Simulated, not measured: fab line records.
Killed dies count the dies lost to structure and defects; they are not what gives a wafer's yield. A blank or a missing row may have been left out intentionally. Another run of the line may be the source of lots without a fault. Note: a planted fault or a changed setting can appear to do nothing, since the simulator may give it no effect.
Matching of chambers ; flow n5-finfet ; 4 sister chambers for N5_PMOS_HMC_CHANNEL_EPI_STRIP_33 on rie-diel-04
The step strips in N2/H2. 4 wafers are shown with their chamber, then 8 later ones without.

EACH WAFER AND ITS CHAMBER
wafer;chamber;showerhead-plenum-p-Torr (Torr)
L083.2;2;3.17
L088.1;3;3.45
L088.4;0;3.42
L089.2;1;3.46

WAFERS WHOSE CHAMBER IS MISSING
wafer;showerhead-plenum-p-Torr (Torr)
L089.4;3.57
L089.5;3.42
L092.3;3.46
L092.5;3.46
L092.6;3.42
L094.2;3.45
L094.4;3.41
L094.5;3.45

EACH ONE'S CHAMBER
wafer;from the rows above;in truth
L089.4;can't be placed: 1 or 3 or 0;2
L089.5;can't be placed: 0 or 3 or 1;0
L092.3;can't be placed: 1 or 3 or 0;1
L092.5;can't be placed: 1 or 3 or 0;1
L092.6;can't be placed: 0 or 3 or 1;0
L094.2;can't be placed: 3 or 1 or 0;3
L094.4;can't be placed: 0 or 3 or 1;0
L094.5;can't be placed: 3 or 1 or 0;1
0 of 8 placed correctly. Can't be placed from these rows: 8 (the true chamber is among the candidates in 7). Wrongly placed: 0.
How it was worked out, from the rows above alone: a wafer's distance from a chamber is the root of the sum, over the readings, of the square of ((its reading less the chamber's mean) divided by the reading's scatter). The wafer belongs to the nearest chamber; if the next one is less than 2 further off, it can't be placed. The mean given for a chamber averages the wafers shown for that chamber. The scatter (one wafer shown for each chamber): square how far every hidden wafer sits from the nearest shown wafer, average those squares and take the square root.
